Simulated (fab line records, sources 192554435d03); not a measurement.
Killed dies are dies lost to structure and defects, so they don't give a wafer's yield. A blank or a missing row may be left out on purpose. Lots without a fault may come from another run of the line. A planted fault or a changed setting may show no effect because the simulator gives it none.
fab line records | flow n5_finfet
record lots=7 wafers=19 last_day=16
route steps=1938 shown BEOL_M9@1426 PASSIVATION@1936
lots that met no fault: from a run of the same line without faults
start_h: hours from the record's first day to the start of the lot's first wafer shown | wait_h: hours since the lot's step before | " the same as in the row above | L1.1+2: a row that stands for several wafers | - no value, or no start given | * or withheld: withheld | < > ~ a bound
route shown NAME@n: a module of which the file shows steps, and the number in the route of the first | usual: mean/standard deviation of fault-free wafers | same: alike in all rows | chamber/n: place in a boat | sites: the reading at each site | _std_site: their standard deviation | _edge_site: outer sites' mean less inner sites' | radius_mm: how far each site lies from the wafer's centre | mask NAME#n: copy n | behind: the tool/chamber that last shaped the wafer | hold: why the lot was held/for how many hours/how that ended | device: the transistor (n, p or np) that didn't switch | end of line: the same wafers' tests at the end of the route | a step without rows: its recipe alone | killed: dies lost to structure and defects at the first sort, not the wafer's yield | map: a wafer's dies, x killed, . not, _ none there
set.NAME: the setting as run; set.NAME@STEP: as run at that earlier step | model.NAME: the simulator's own value behind a step, which no gauge read
lots at some steps of the route; a table a step, a row a wafer
services: from which hour (start_h, from the record's first day; less than 0 if before it) a tool's chamber was out of use, for how many hours, and why
## steps
# step N5_BEOL_M9_COAT_64
# recipe resist=SiARC temp_c=220 time_s=60 spin_rpm=1500 resist_thk_nm=12
# step N5_BEOL_M9_COAT_75
# recipe resist=underlayer temp_c=205 time_s=60 spin_rpm=1500 resist_thk_nm=5
# step N5_BEOL_M9_COAT_22
# recipe resist=CAR-EUV spin_rpm=1500 resist_thk_nm=30
# step N5_BEOL_M9_EBR_24
# recipe solvent=PGMEA ebr_width_mm=1.5
# step N5_BEOL_M9_SOFTBAKE_23
# recipe temp_c=110 time_s=60 resist=CAR-EUV
# step N5_BEOL_M9_EXPOSE_25
# recipe mask_id=V8 na=0.33 source_shape=annular sigma_inner=0.4 sigma_outer=0.8 polarization=unpolarized dose_mj=37.25
# step N5_BEOL_M9_PEB_26
# recipe peb_temp_c=100 peb_time_s=60 resist=CAR-EUV
# step N5_BEOL_M9_DEVELOP_27
# recipe develop_time_s=30 developer=TMAH resist=CAR-EUV rinse_liquid=surfactant_rinse dry=air_spin dev_temp_c=23
# step N5_BEOL_M9_CD_MEAS_28
# recipe target_cd_nm=70 landing_energy_ev=500 detector=se_inlens polarity=opening
# usual cd_nm=69.85/0.27
# columns lot.wafer tool chamber start_h wait_h cd_nm
L880.2 cd_sem-03 0 227.89 - 69.63
L880.3 " 0 " " 69.59
L880.5 " 0 " " 69.94
L881.1 cd_sem-03 0 233.74 - 70.04
L881.2 " 0 " " 69.92
L881.4 " 0 " " 69.84
L884.1 cd_sem-03 0 254.38 - 69.69
L884.3 " 0 " " 69.60
L884.6 " 0 " " 70.06
L889.4 cd_sem-02 0 294.36 - 69.44
L889.5 " 0 " " 69.76
L889.6 " 0 " " 69.70
L892.1 cd_sem-03 0 316.31 - 70.35
L892.2 " 0 " " 70.13
L892.4 " 0 " " 70.04
L895.5 cd_sem-03 0 321.38 - 69.91
L895.6 " 0 " " 69.88
L896.5 cd_sem-03 0 327.16 - 69.45
L896.6 " 0 " " 70.34
# step N5_BEOL_M9_OVL_MEAS_29
# recipe points_per_wafer=522
# usual V8_OVL=-0.3/0.6
# columns lot.wafer tool chamber start_h wait_h V8_OVL[nm]
L880.2 overlay-01 0 227.92 0.0 -1.3
L880.3 " 0 " " -1.7
L880.5 " 0 " " -1.7
L881.1 overlay-02 0 233.78 0.0 -0.4
L881.2 " 0 " " 0.9
L881.4 " 0 " " -0.6
L884.1 overlay-02 0 254.41 0.0 -0.3
L884.3 " 0 " " 0.3
L884.6 " 0 " " 0.1
L889.4 overlay-01 0 294.41 0.0 -1.3
L889.5 " 0 " " 0.0
L889.6 " 0 " " 0.2
L892.1 overlay-02 0 316.36 0.0 0.3
L892.2 " 0 " " 0.5
L892.4 " 0 " " 0.4
L895.5 overlay-02 0 321.43 0.0 -0.4
L895.6 " 0 " " -0.1
L896.5 overlay-02 0 327.21 0.0 -0.6
L896.6 " 0 " " -0.9
# step N5_BEOL_M9_INSPECT_30
# recipe mode=adi inspect_instrument=brightfield
# usual raw_defect_count=408/85
# columns lot.wafer tool chamber start_h wait_h raw_defect_count
L880.2 defect_inspect-01 - 227.97 0.0 431
L880.3 " - " " 343
L880.5 " - " " 258
L881.1 defect_inspect-02 - 233.84 0.1 345
L881.2 " - " " 333
L881.4 " - " " 384
L884.1 defect_inspect-01 - 254.47 0.1 584
L884.3 " - " " 503
L884.6 " - " " 321
L889.4 defect_inspect-01 - 294.45 0.0 499
L889.5 " - " " 547
L889.6 " - " " 329
L892.1 defect_inspect-02 - 316.42 0.1 345
L892.2 " - " " 453
L892.4 " - " " 425
L895.5 defect_inspect-02 - 321.47 0.0 314
L895.6 " - " " 306
L896.5 defect_inspect-02 - 327.25 0.0 423
L896.6 " - " " 405
# step N5_BEOL_M9_DESCUM_33
# recipe chemistry=O2 time_s=7 source_power_w=50 bias_power_w=20 pressure_mtorr=20 rf_frequency_hz=2.712e+07 temp_c=40 resist=CAR-EUV o2_flow_sccm=225
# usual drypump_motor_current_A=5.8/0.48 oes_product_au=0.78/0.079 rf_fwd_power_W=49.38/0.24 rf_vpp_V=242.4/1 showerhead_plenum_p_Torr=2.05/0.056 throttle_valve_pct=20.53/0.24
# columns lot.wafer tool chamber start_h wait_h drypump_motor_current_A oes_product_au rf_fwd_power_W rf_hours_counter_h rf_vpp_V showerhead_plenum_p_Torr throttle_valve_pct
L880.2 rie_diel-06 2 228.01 0.0 5.8 0.72 49.08 192 241.5 2.10 20.84
L880.3 " 0 " " 6.2 0.85 49.39 62 242.9 2.03 20.11
L880.5 " 2 " " 5.8 0.73 48.96 - 242.9 2.10 20.82
L881.1 rie_diel-03 0 234.09 0.2 6.0 0.89 49.19 44 242.5 2.16 20.67
L881.2 " 2 " " 5.6 0.71 49.63 207 244.5 2.08 20.89
L881.4 " 1 " " 5.7 0.67 49.58 249 242.4 2.04 20.87
L884.1 rie_diel-06 3 255.09 0.6 5.0 0.73 49.38 197 241.1 1.98 20.45
L884.3 " 2 " " 5.8 0.73 49.24 196 243.2 2.09 20.83
L884.6 " 2 " " 5.8 0.73 49.07 - 242.7 2.09 20.83
L889.4 rie_diel-06 1 295.21 0.8 5.3 0.70 49.22 237 242.1 1.96 20.19
L889.5 " 3 " " 5.0 0.73 49.36 - 242.8 1.97 20.48
L889.6 " 0 " " 6.2 0.83 49.36 - 242.6 2.02 20.14
L892.1 rie_diel-03 1 316.48 0.1 5.7 0.91 49.76 15 243.6 2.03 20.53
L892.2 " 2 " " 5.6 0.70 49.54 227 241.9 2.07 20.90
L892.4 " 0 " " 6.0 0.85 49.25 67 244.2 2.15 20.70
L895.5 rie_diel-03 0 321.52 0.0 6.0 0.85 49.26 - 244.8 2.15 20.70
L895.6 " 3 " " 5.0 0.69 49.62 - 240.9 1.96 20.48
L896.5 rie_diel-03 0 327.39 0.1 5.9 0.85 49.12 - 243.3 2.15 20.70
L896.6 " 3 " " 5.0 0.69 49.54 - 241.4 1.96 20.49
# step N5_BEOL_M9_ETCH_76
# recipe chemistry=N2/H2 target=underlayer target_depth_a=65 mask_material=CAR-EUV time_s=5.2 ion_energy_ev=200 pressure_mtorr=30 source_w=840 bias_w=150 n2_flow_sccm=200 h2_flow_sccm=200 ends=cleared
# usual drypump_motor_current_A=5.8/0.48 etch_rf_on_time_s=5.18/0.11 oes_product_au=0.67/0.067 rf_fwd_power_W=819.4/2.8 rf_vpp_V=522.3/1.9 showerhead_plenum_p_Torr=2.48/0.054 throttle_valve_pct=17.95/0.21
# columns lot.wafer tool chamber start_h wait_h drypump_motor_current_A etch_rf_on_time_s oes_product_au rf_fwd_power_W rf_hours_counter_h rf_vpp_V showerhead_plenum_p_Torr throttle_valve_pct
L880.2 rie_diel-06 2 228.04 0.0 5.8 5.06 0.62 821.2 192 524.3 2.52 18.02
L880.3 " 0 " " 6.2 5.30 0.72 819.0 62 523.3 2.47 17.59
L880.5 " 2 " " 5.8 5.04 0.63 818.6 - 525.5 2.52 18.04
L881.1 rie_diel-03 0 234.12 0.0 6.0 5.30 0.74 820.2 44 526.7 2.59 17.98
L881.2 " 2 " " 5.6 5.28 0.59 822.0 207 523.5 2.52 18.24
L881.4 " 1 " " 5.7 5.25 0.57 825.0 249 522.9 2.50 18.44
L884.1 rie_diel-06 3 255.12 0.0 5.0 5.20 0.62 824.7 197 519.9 2.42 17.99
L884.3 " 2 " " 5.8 5.01 0.63 813.9 196 522.6 2.52 18.02
L884.6 " 2 " " 5.8 5.06 0.61 819.0 - 525.9 2.51 18.02
L889.4 rie_diel-06 1 295.25 0.0 5.3 5.35 0.59 821.3 237 520.7 2.41 17.96
L889.5 " 3 " " 5.0 5.18 0.60 815.8 - 521.7 2.41 18.00
L889.6 " 0 " " 6.2 5.27 0.71 815.2 - 522.6 2.46 17.66
L892.1 rie_diel-03 1 316.51 0.0 5.7 3.13 1.07 822.5 15 522.0 2.50 18.13
L892.2 " 2 " " 5.6 5.24 0.60 821.1 227 524.2 2.51 18.29
L892.4 " 0 " " 6.0 5.22 0.72 819.1 67 524.7 2.58 18.00
L895.5 rie_diel-03 0 321.54 0.0 6.0 5.33 0.71 818.3 - 526.1 2.58 17.99
L895.6 " 3 " " 5.1 3.18 0.80 817.7 - 520.4 2.40 18.11
L896.5 rie_diel-03 0 327.42 0.0 6.0 5.21 0.71 819.5 - 523.7 2.58 17.99
L896.6 " 3 " " 5.0 3.20 0.81 813.8 - 520.6 2.40 18.10
# step N5_BEOL_M9_ETCH_65
# recipe chemistry=CF4 target=SiARC target_depth_a=156 mask_material=CAR-EUV time_s=26 ion_energy_ev=80 pressure_mtorr=40 source_w=545 bias_w=36 Ar_flow_sccm=100 cf4_flow_sccm=100 ends=cleared
# usual drypump_motor_current_A=5.8/0.48 etch_rf_on_time_s=25.9/0.57 oes_product_au=0.67/0.068 rf_fwd_power_W=532.7/2.4 rf_vpp_V=183.5/0.89 showerhead_plenum_p_Torr=2.09/0.037 throttle_valve_pct=15.68/0.23
# columns lot.wafer tool chamber start_h wait_h drypump_motor_current_A etch_rf_on_time_s oes_product_au rf_fwd_power_W rf_hours_counter_h rf_vpp_V showerhead_plenum_p_Torr throttle_valve_pct
L880.2 rie_diel-06 2 228.06 0.0 5.8 25.1 0.63 530.6 192 183.9 2.13 15.91
L880.3 " 0 " " 6.2 26.2 0.73 533.0 62 182.3 2.08 15.34
L880.5 " 2 " " 5.8 25.1 0.63 531.6 - 184.7 2.13 15.91
L881.1 rie_diel-03 0 234.14 0.0 6.0 26.3 0.75 533.0 44 184.0 2.15 15.48
L881.2 " 2 " " 5.6 26.7 0.61 536.9 207 182.7 2.13 16.10
L881.4 " 1 " " 5.6 26.1 0.58 536.3 249 184.4 2.10 16.17
L884.1 rie_diel-06 3 255.14 0.0 5.0 25.9 0.62 529.9 197 182.1 2.04 15.78
L884.3 " 2 " " 5.8 25.1 0.62 534.0 196 183.8 2.13 15.92
L884.6 " 2 " " 5.8 24.8 0.63 534.3 - 182.5 2.13 15.91
L889.4 rie_diel-06 1 295.26 0.0 5.3 26.8 0.59 534.1 237 182.7 2.05 15.67
L889.5 " 3 " " 5.0 26.4 0.61 533.4 - 181.9 2.04 15.81
L889.6 " 0 " " 6.2 26.6 0.69 531.4 - 184.0 2.08 15.36
L892.1 rie_diel-03 1 316.53 0.0 5.7 26.0 0.78 537.9 15 183.1 2.09 15.70
L892.2 " 2 " " 5.6 26.5 0.60 533.9 227 183.0 2.12 16.15
L892.4 " 0 " " 6.0 26.3 0.71 532.8 67 183.2 2.15 15.53
L895.5 rie_diel-03 0 321.56 0.0 6.0 26.5 0.71 529.8 - 184.8 2.15 15.54
L895.6 " 3 " " 5.0 26.3 0.58 534.2 - 182.5 2.03 15.88
L896.5 rie_diel-03 0 327.44 0.0 6.0 26.0 0.72 530.2 - 184.4 2.14 15.54
L896.6 " 3 " " 4.9 26.1 0.59 536.3 - 181.8 2.03 15.88
# step N5_PASSIVATION_PROBE_49
# usual defect_limited_yield=91.0/1.5 killed_at_M0_to_M3=34/9.1 killed_at_M4_up=14/5.7 killed_at_contacts=13/5.7 killed_at_front_end=42/12 killed_at_other=4/3.4 killed_dies=106/17 killed_open=70/13 killed_short=34/7.5 sort_bin_5_function=5.2/0.94 sort_bin_6_memory=3.4/0.69 sort_n_pass=1074/17 sort_yield_pct=91.0/1.5
# same gross_dies=1180 killed_at_back_side=0 sort_bin_4_leakage[%]=0 sort_bin_8_speed[%]=0
# columns lot.wafer tool chamber start_h wait_h defect_limited_yield[%] killed_at_M0_to_M3 killed_at_M4_up killed_at_contacts killed_at_front_end killed_at_other killed_dies killed_open killed_short sort_bin_5_function[%] sort_bin_6_memory[%] sort_n_pass sort_yield_pct[%]
L880.2 prober-01 - 294.15 0.1 90.4 38 5 19 48 3 113 73 40 5.3 4.0 1067 90.4
L880.3 prober-01 - 294.20 0.1 90.8 38 17 13 32 9 109 76 32 4.9 4.2 1071 90.8
L880.5 prober-01 - 294.30 0.2 89.1 26 18 34 48 3 129 99 30 6.4 4.2 1051 89.1
L889.5 prober-01 - 351.76 0.2 92.9 20 15 10 38 1 84 57 26 4.1 2.8 1096 92.9
L892.1 prober-02 - 368.60 0.0 88.1 33 21 25 57 4 140 91 47 7.4 4.2 1040 88.1
L892.2 prober-02 - 368.65 0.1 90.4 35 14 16 48 0 113 70 43 5.8 3.6 1067 90.4
L892.4 prober-02 - 368.75 0.2 87.9 48 22 21 51 1 143 93 45 6.5 4.7 1037 87.9
# killed by level:class
L880.2 MOL_CONTACT_COAG:geometric_particle:open=14 BEOL_M2:geometric_particle:open=13 FIN_SAQP:geometric_particle:open=8 DUMMY_GATE:geometric_particle:open=8 FIN_SAQP:geometric_particle:short=7 STI_FIN_REVEAL:geometric_particle:open=7 BEOL_M0:geometric_particle:open=7 STI_FIN_REVEAL:geometric_particle:short=6
L880.3 MOL_CONTACT_COAG:geometric_particle:open=12 BEOL_M4:geometric_particle:open=9 BEOL_M0_SAQP:geometric_particle:short=8 BEOL_M3:geometric_particle:open=8 DUMMY_GATE:geometric_particle:open=7 BEOL_M0_SAQP:geometric_particle:open=6 BEOL_M2:geometric_particle:open=6 FIN_SAQP:geometric_particle:open=5
L880.5 MOL_CONTACT_COAG:geometric_particle:open=28 STI_FIN_REVEAL:geometric_particle:open=18 FIN_SAQP:geometric_particle:open=11 BEOL_M4:geometric_particle:open=9 FIN_SAQP:geometric_particle:short=8 BEOL_M2:geometric_particle:open=7 MOL_CONTACT_COAG:geometric_particle:short=6 BEOL_M0_SAQP:geometric_particle:open=5
L889.5 STI_FIN_REVEAL:geometric_particle:open=9 GATE_CUT:geometric_particle:short=9 MOL_CONTACT_COAG:geometric_particle:open=9 BEOL_M3:geometric_particle:open=7 BEOL_M4:geometric_particle:open=6 BEOL_M2:geometric_particle:open=5 FIN_SAQP:geometric_particle:short=4 DUMMY_GATE:geometric_particle:open=4
L892.1 MOL_CONTACT_COAG:geometric_particle:open=18 BEOL_M4:geometric_particle:open=12 FIN_SAQP:geometric_particle:open=11 FIN_SAQP:geometric_particle:short=11 BEOL_M2:geometric_particle:open=11 STI_FIN_REVEAL:geometric_particle:open=10 MOL_CONTACT_COAG:geometric_particle:short=7 DUMMY_GATE:geometric_particle:open=6
L892.2 FIN_SAQP:geometric_particle:open=18 FIN_SAQP:geometric_particle:short=15 MOL_CONTACT_COAG:geometric_particle:open=10 GATE_CUT:geometric_particle:short=7 BEOL_M0_SAQP:geometric_particle:short=7 BEOL_M0_SAQP:geometric_particle:open=7 BEOL_M2:geometric_particle:open=7 MOL_CONTACT_COAG:geometric_particle:short=6
L892.4 MOL_CONTACT_COAG:geometric_particle:open=18 BEOL_M2:geometric_particle:open=14 BEOL_M4:geometric_particle:open=12 FIN_SAQP:geometric_particle:open=11 BEOL_M0_SAQP:geometric_particle:open=11 BEOL_M0_SAQP:geometric_particle:short=11 FIN_SAQP:geometric_particle:short=9 STI_FIN_REVEAL:geometric_particle:short=6
## services
# columns tool chamber start_h hours kind
rie_diel-06 1 217.57 10.0 repair
rie_diel-03 3 222.21 10.9 repair
rie_diel-03 1 238.81 - clean
rie_diel-03 1 238.81 - consumable_replace:focus_ring
rie_diel-03 1 238.81 25.4 scheduled_down
rie_diel-03 1 238.81 25.4 vent_cycle
rie_diel-03 - 252.59 14.6 pm
rie_diel-03 2 270.09 9.5 repair
rie_diel-06 - 278.78 15.6 pm
## key
first_sign step=N5_BEOL_M9_ETCH_76 reading=etch_rf_on_time_s direction=down sigmas=18 usual=* struck=*
effect step=N5_BEOL_M9_ETCH_76 reading=oes_product_au direction=up sigmas=3.4 usual=0.67 struck=0.89
met_at N5_BEOL_M9_ETCH_76
struck_wafers L892.1,L895.6,L896.6
onset_between 234.12 316.51
fault kind=process_parameter_drift tool=rie_diel-03 chamber=- onset_h=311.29 steps=N5_BEOL_M9_ETCH_76 channel=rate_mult offset=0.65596 shape=step end_h=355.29 scope=struck_wafers_only
